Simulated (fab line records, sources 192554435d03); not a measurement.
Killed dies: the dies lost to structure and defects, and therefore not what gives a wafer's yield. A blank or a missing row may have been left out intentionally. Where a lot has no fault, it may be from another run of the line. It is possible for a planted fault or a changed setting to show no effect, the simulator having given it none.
Which tool was responsible? | flow n5 finfet | 9 lots with 26 wafers sampled at 7 steps, on a route of 1938 steps

WHAT THE GAUGES SHOWED, per wafer
N5_BEOL_M4_OVL_MEAS_12.
lot  | measured     | on         | M4_OVL (nm)
L381 | day 10 06:50 | overlay-02 | -0.1 -0.1 0.7
L389 | day 11 11:04 | overlay-01 | -0.8 -1.4 -1.0
L392 | day 11 20:22 | overlay-02 | -0.8 -0.5 0.3
L393 | day 12 06:16 | overlay-01 | -1.0 -0.7 -1.6
L396 | day 13 11:29 | overlay-02 | -0.5 -0.8 -0.6
L397 | day 13 14:27 | overlay-01 | -1.5 -2.5
L401 | day 14 16:21 | overlay-01 | -0.5 -0.8 0.2
L403 | day 15 12:28 | overlay-02 | -1.4 -0.9 -0.5
L404 | day 15 18:17 | overlay-02 | -0.6 -1.6 0.0

N5_BEOL_M4_INSPECT_13: inspects for defects (brightfield).
lot  | measured     | on                | raw defect count
L381 | day 10 06:53 | defect inspect-01 | 503 360 365
L389 | day 11 11:07 | defect inspect-02 | 331 233 277
L392 | day 11 20:25 | defect inspect-01 | 858 685 631
L393 | day 12 06:19 | defect inspect-02 | 692 648 786
L396 | day 13 11:33 | defect inspect-02 | 533 427 311
L397 | day 13 14:30 | defect inspect-01 | 383 352
L401 | day 14 16:25 | defect inspect-01 | 283 264 425
L403 | day 15 12:31 | defect inspect-02 | 386 359 499
L404 | day 15 18:20 | defect inspect-01 | 325 384 386

N5_BEOL_M4_INSPECT_30: inspects for defects (brightfield).
lot  | measured     | on                | raw defect count
L381 | day 10 08:04 | defect inspect-02 | 473 337 324
L389 | day 11 12:04 | defect inspect-01 | 379 249 307
L392 | day 11 21:25 | defect inspect-02 | 797 643 619
L393 | day 12 07:19 | defect inspect-02 | 703 659 793
L396 | day 13 13:59 | defect inspect-02 | 547 440 298
L397 | day 13 16:49 | defect inspect-01 | 391 359
L401 | day 14 17:40 | defect inspect-02 | 272 254 370
L403 | day 15 13:33 | defect inspect-02 | 380 382 486
L404 | day 15 19:14 | defect inspect-01 | 336 395 387

N5_BEOL_M4_RC_MEAS_101.
lot  | measured     | on        | DIBL_N (mV/V)  | DIBL_P (mV/V)  | IOFF_N (nA/um) | IOFF_P (nA/um) | ION_N (uA/um) | ION_P (uA/um) | SS_N (mV/dec)  | SS_P (mV/dec)  | VT_N (mV)   | VT_P (mV)
L381 | day 12 07:17 | prober-01 | 36.6 38.5 40.1 | 36.6 38.0 42.1 | 0.17 0.20 0.26 | 0.24 0.25 0.36 | 669 675 688   | 464 460 471   | 72.1 72.3 72.8 | 72.7 73.1 73.9 | 249 248 243 | -245 -243 -241
L389 | day 13 18:59 | prober-02 | 38.7 36.7 37.4 | 39.1 36.1 39.1 | 0.19 0.15 0.18 | 0.25 0.18 0.25 | 679 680 695   | 459 458 471   | 72.9 72.5 72.8 | 74.1 73.9 74.3 | 248 250 251 | -251 -256 -250
L392 | day 14 05:20 | prober-01 | 39.3 39.9 41.5 | 39.7 40.9 41.8 | 0.19 0.22 0.27 | 0.27 0.27 0.30 | 701 709 715   | 477 470 484   | 71.6 72.0 72.1 | 73.5 74.2 74.2 | 246 244 242 | -249 -249 -245
L393 | day 14 15:04 | prober-02 | 40.5 34.8 39.7 | 39.8 32.8 38.2 | 0.25 0.13 0.21 | 0.26 0.16 0.23 | 689 669 681   | 464 452 462   | 72.8 70.7 72.7 | 74.4 72.4 73.4 | 242 250 246 | -247 -253 -252
L396 | day 15 08:53 | prober-01 | 40.9 37.4 37.9 | 40.7 36.3 36.6 | 0.22 0.16 0.16 | 0.30 0.22 0.22 | 692 676 679   | 477 468 471   | 72.4 71.1 71.7 | 74.6 73.8 73.2 | 244 248 250 | -242 -250 -249
L397 | day 15 22:14 | prober-02 | 37.4 36.1      | 38.8 37.4      | 0.16 0.15      | 0.23 0.20      | 663 674       | 454 456       | 71.4 71.9      | 74.0 73.9      | 254 252     | -251 -252
L401 | day 17 01:41 | prober-01 | 38.0 33.6 35.8 | 40.6 34.2 36.5 | 0.18 0.11 0.15 | 0.23 0.14 0.17 | 686 645 675   | 471 444 454   | 72.0 71.2 71.7 | 73.7 71.8 73.3 | 247 256 251 | -252 -253 -256
L403 | day 17 05:06 | prober-02 | 39.4 36.0 38.5 | 38.3 34.0 39.8 | 0.22 0.17 0.22 | 0.26 0.19 0.30 | 685 680 688   | 469 459 471   | 73.2 71.6 71.4 | 73.9 72.8 73.6 | 245 249 244 | -247 -251 -246
L404 | day 17 18:26 | prober-02 | 36.5 33.3 36.9 | 36.5 31.9 37.3 | 0.16 0.12 0.19 | 0.26 0.17 0.26 | 662 680 686   | 460 463 475   | 71.5 70.8 72.2 | 73.6 73.0 74.0 | 250 248 248 | -245 -251 -246

EACH LOT AND THE TOOL THAT RAN IT (in order: tool; ch and the chambers of the sampled wafers; start)
lot  | N5_BEOL_M3_PRE_CLEAN_60          | N5_BEOL_M4_PECVD_72             | N5_BEOL_M4_STRIP_66
L381 | cvd co-02 ch 0,1,2, day 10 04:37 | pecvd-01 ch 0,2, day 10 05:02   | rie diel-05 ch 1,2,3, day 10 07:08
L389 | cvd co-01 ch 0,1,2, day 11 07:18 | pecvd-03 ch 0,1,2, day 11 07:41 | rie diel-04 ch 0,2,3, day 11 11:22
L392 | cvd co-01 ch 0,1,2, day 11 19:08 | pecvd-01 ch 1,2, day 11 19:32   | rie diel-05 ch 1,3, day 11 20:40
L393 | cvd co-01 ch 0,1,2, day 12 04:37 | pecvd-01 ch 0,1,2, day 12 05:00 | rie diel-04 ch 1,2, day 12 06:41
L396 | cvd co-01 ch 0,1,2, day 13 10:34 | pecvd-02 ch 0,1,2, day 13 10:58 | rie diel-05 ch 1,2, day 13 12:28
L397 | cvd co-01 ch 0,2, day 13 13:26   | pecvd-03 ch 0,2, day 13 13:50   | rie diel-05 ch 0, day 13 15:10
L401 | cvd co-02 ch 0,1,2, day 14 14:44 | pecvd-03 ch 0,2, day 14 15:08   | rie diel-01 ch 0,1,2, day 14 16:54
L403 | cvd co-01 ch 0,1, day 15 11:24   | pecvd-01 ch 0,1,2, day 15 11:51 | rie diel-01 ch 0,1,3, day 15 12:48
L404 | cvd co-02 ch 0,2, day 15 15:13   | pecvd-01 ch 0,1,2, day 15 15:40 | rie diel-05 ch 0,1,3, day 15 18:35
- N5_BEOL_M3_PRE_CLEAN_60: time 15 s.
- N5_BEOL_M4_PECVD_72: deposits SiO2 from TEOS/O2, target thk 16 nm, time 18 s.
- N5_BEOL_M4_STRIP_66: strips in CF4.

WHAT THE TOOLS THEMSELVES READ (means of the sampled wafers that have a number; where no wafer has one, the mark that the record gives instead)
N5_BEOL_M3_PRE_CLEAN_60.
lot  | tool      | heater power w (W)
L381 | cvd co-02 | 103
L389 | cvd co-01 | 76
L392 | cvd co-01 | 75
L393 | cvd co-01 | 75
L396 | cvd co-01 | 76
L397 | cvd co-01 | 69
L401 | cvd co-02 | 107
L403 | cvd co-01 | 73
L404 | cvd co-02 | 110

N5_BEOL_M4_PECVD_72.
lot  | tool     | heater power w (W) | showerhead plenum p Torr (Torr) | throttle valve pct (%)
L381 | pecvd-01 | 677                | 8.77                            | 22.8
L389 | pecvd-03 | 651                | 8.79                            | 22.7
L392 | pecvd-01 | 674                | 8.85                            | 21.0
L393 | pecvd-01 | 615                | 8.84                            | 21.9
L396 | pecvd-02 | 764                | 8.76                            | 22.7
L397 | pecvd-03 | 638                | 8.82                            | 22.1
L401 | pecvd-03 | 629                | 8.81                            | 22.5
L403 | pecvd-01 | 629                | 8.83                            | 22.0
L404 | pecvd-01 | 633                | 8.84                            | 22.1

N5_BEOL_M4_STRIP_66.
lot  | tool        | bias power w (W) | drypump motor current A (A) | oes product au (a.u.) | rf vpp V (V) | showerhead plenum p Torr (Torr) | throttle valve pct (%)
L381 | rie diel-05 | 75.10            | 6.2                         | 0.85                  | 272.1        | 1.87                            | 13.41
L389 | rie diel-04 | 75.14            | 5.5                         | 0.78                  | 271.5        | 1.81                            | 13.61
L392 | rie diel-05 | 75.26            | 6.5                         | 0.84                  | 274.2        | 1.88                            | 13.36
L393 | rie diel-04 | 74.91            | 6.1                         | 0.83                  | 271.3        | 1.81                            | 13.48
L396 | rie diel-05 | 74.79            | 6.1                         | 0.82                  | 273.0        | 1.87                            | 13.58
L397 | rie diel-05 | 75.41            | 5.7                         | 0.77                  | 272.6        | 1.86                            | 13.27
L401 | rie diel-01 | 75.03            | 5.9                         | 0.77                  | 271.3        | 1.80                            | 13.56
L403 | rie diel-01 | 74.97            | 6.2                         | 0.77                  | 271.6        | 1.80                            | 13.54
L404 | rie diel-05 | 74.98            | 6.2                         | 0.78                  | 273.8        | 1.87                            | 13.45

THE ANSWER, worked out from the rows above alone
Rule: the lots themselves supply what counts as usual. Put in order of their means at a reading, lots are off if they are a third of the lots or fewer, leave a main group of 4 or more, and stand apart from it by a gap of 3 or more times the standard deviation of the main group's means; of several such gaps the widest counts. A main group whose means are all the same, to the digits that the tables above print for the reading, isn't used. Also off: a lot with no number at a reading for which 4 or more lots have one. Where the step has rows for the other lots, those lots are counted as sound. The gauges are gone through in route order, then the tools' own readings, and for those a lot's mean is taken as printed above. The first step at which some lot is off is used, and at that step the reading that is off furthest; a lot without a number counts as furthest.
Off: L392, L393 (N5_BEOL_M4_INSPECT_13, raw defect count). Mean 369 and standard deviation 49 in the main group.
If a tool, at a process step before that reading, ran all the lots that are off and no sound lot after the first of them, it fits. Gauges at N5_BEOL_M4_INSPECT_13: tried the same way as those tools. Not one of the candidates tried fits.

WHAT HAD BEEN PUT IN BY THE SIMULATOR
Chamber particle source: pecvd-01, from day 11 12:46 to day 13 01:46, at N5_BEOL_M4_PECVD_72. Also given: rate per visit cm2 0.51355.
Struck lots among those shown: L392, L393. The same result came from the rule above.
